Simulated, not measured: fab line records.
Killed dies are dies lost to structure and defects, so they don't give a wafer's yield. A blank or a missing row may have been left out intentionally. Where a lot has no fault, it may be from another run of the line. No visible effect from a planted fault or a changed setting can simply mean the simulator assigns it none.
Chamber matching | flow n5-finfet | ald-metal-01 running N5_BEOL_M6_ALD_77: 4 sister chambers
The step deposits TaN, target thk 2 nm, pulse time 2 s, purge time 3 s. 8 wafers are shown with their chamber, then 7 later ones without.

EACH WAFER AND ITS CHAMBER
wafer  | chamber | heater-power-w (W) | mfc-carrier-sccm (sccm)
L080.1 | 0       | 407                | 1489
L081.2 | 1       | 357                | 1507
L081.3 | 2       | 480                | 1499
L082.1 | 3       | 451                | 1495
L082.2 | 2       | 467                | 1498
L082.6 | 0       | 415                | 1498
L090.1 | 3       | 455                | 1505
L090.3 | 1       | 346                | 1499

WAFERS WITHOUT THEIR CHAMBER
wafer  | heater-power-w (W) | mfc-carrier-sccm (sccm)
L090.5 | 340                | 1492
L092.1 | 445                | 1502
L092.2 | 351                | 1499
L092.5 | 458                | 1510
L095.1 | 453                | 1501
L095.3 | 470                | 1495
L095.4 | 356                | 1498

CHAMBER TAKEN BY EACH
wafer  | from the rows above     | in truth
L090.5 | 1                       | 1
L092.1 | 3                       | 3
L092.2 | 1                       | 1
L092.5 | can't be placed: 3 or 2 | 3
L095.1 | 3                       | 3
L095.3 | can't be placed: 2 or 3 | 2
L095.4 | 1                       | 1
5 of 7 placed correctly. Can't be placed from these rows: 2 (the true chamber is among the candidates in 2). Placed wrongly: 0.
How it was worked out, from the rows above alone: a wafer's distance from a chamber is the root of the sum, over the readings, of the square of ((its reading less the chamber's mean) divided by the reading's scatter). If the next closest chamber is less than 2 further off than the closest, the wafer can't be placed; otherwise it belongs to the closest. A chamber's mean is the mean of its shown wafers. The scatter is the square root of a quotient: the sum, over the shown wafers, of each reading's squared deviation from its chamber's mean, divided by wafers minus chambers.
